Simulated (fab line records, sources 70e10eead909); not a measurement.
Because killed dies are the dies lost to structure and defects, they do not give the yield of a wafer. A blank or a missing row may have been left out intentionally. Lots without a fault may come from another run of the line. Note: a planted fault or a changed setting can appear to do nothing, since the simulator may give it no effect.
Code-filled problem report in 8D (eight disciplines) form | flow nand_harc | the parts of the form that need people (team, actions taken, sign-off) are left out

## 1. WHAT IS WRONG
cd_nm at NHARC_A_CHANNEL_HOLE_D2_CD_MEAS_10 reads a mean of 108.8 nm on 6 wafers of 2 lots; wafers without a fault read 100.1 nm with a standard deviation of 0.39. Relative to the usual mean, that is a shift of +22 standard deviations.
The step: target cd 100 nm.
First seen on wafer L770.1, day 22 10:48, on cd_sem-02. The record holds 24 wafers of 8 lots with a number at this step. The rule behind "out" and "out of limits": a value lying over 4 standard deviations away from the usual mean. Any other wafer with a number is counted as sound.

## 2. WHAT IT IS, WHAT IT ISN'T
question                    | is                     | is not
which readings at this step | cd_nm                  | -
which lots                  | L770, L771             | L749, L751, L754, L755, L760, L761
which wafers of those lots  | all that have a number | -
read on which gauges        | cd_sem-01, cd_sem-02   | cd_sem-03
when                        | from day 22 10:48      | up to then (18 sound wafers)

## 3. WHAT RULES OUT EACH SUSPECT
Counting: a tool at any process step up to the reading remains a suspect when it ran all the lots that are out and ran no sound lot after the first of those.
- ruled out: the gauge at NHARC_A_CHANNEL_HOLE_D2_CD_MEAS_10. Those wafers that are out were read across 2 gauges (cd_sem-01, cd_sem-02).
- litho_track-01 at NHARC_A_CHANNEL_HOLE_D2_PEB_08 (peb time 65 s): kept. It ran every lot that is out, first L770 (day 22 10:43), and no sound lot after that; its last sound lot up to then is L760 (day 18 05:34). Its own heater_power_total_W, plate_temp_C readings are out on those wafers.
After counting, what remains is litho_track-01 at NHARC_A_CHANNEL_HOLE_D2_PEB_08.

## 4. THE CAUSE (what the simulator had put in)
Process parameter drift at NHARC_A_CHANNEL_HOLE_D2_PEB_08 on litho_track-01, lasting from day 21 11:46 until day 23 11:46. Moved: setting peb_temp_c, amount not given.
After counting, this tool was the only one left.

## 5. SEQUENCE OF EFFECTS, ordered by route
Each row: a reading whose mean over the struck wafers that have a number lies more than 3 standard deviations from the usual. Readings are gone through only where the record gives a usual standard deviation; hours: the median, over the lots, of the time from a lot's start at the first step in this table giving one to that lot's start at this step; sigmas: the change measured in usual standard deviations.
hours | step                               | reading              | usual    | on struck wafers | change | sigmas
0     | NHARC_A_CHANNEL_HOLE_D2_PEB_08     | heater_power_total_W | 156.6 W  | 163.7            | +7.1   | +16
0     | NHARC_A_CHANNEL_HOLE_D2_PEB_08     | plate_temp_C         | 100.04 C | 103.39           | +3.35  | +28
0     | NHARC_A_CHANNEL_HOLE_D2_CD_MEAS_10 | cd_nm                | 100.1 nm | 108.8            | +8.7   | +22
8     | NHARC_A_CHANNEL_HOLE_D2_CD_MEAS_31 | cd_nm                | 90.2 nm  | 99.1             | +8.9   | +11
8     | NHARC_A_CHANNEL_HOLE_D2_XSEM_32    | bot_cd_nm            | 74.8 nm  | 83.3             | +8.5   | +7.8
Here are the process steps it includes:
- NHARC_A_CHANNEL_HOLE_D2_PEB_08: peb time 65 s.
- NHARC_A_CHANNEL_HOLE_D2_XSEM_32
At these later measuring or inspecting steps, every struck wafer for which the step has a row has a number for every such reading, and none has moved that far: NHARC_END_WLT_00.

## 6. HOW IT WOULD HAVE BEEN CAUGHT EARLIER
In this record the first reading out of limits at a measuring or inspecting step was taken at day 22 10:48, 23 hours after the fault began at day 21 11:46.
At NHARC_A_CHANNEL_HOLE_D2_PEB_08, the tool's own readings (heater_power_total_W, plate_temp_C) were out on each struck wafer the step has a row for, so an alarm limit on them would have fired on the first such wafer.
Among the 2 lots that are out, L771 began NHARC_A_CHANNEL_HOLE_D2_PEB_08 on litho_track-01 after day 22 10:48. A tool hold placed at that time would have kept it from harm.
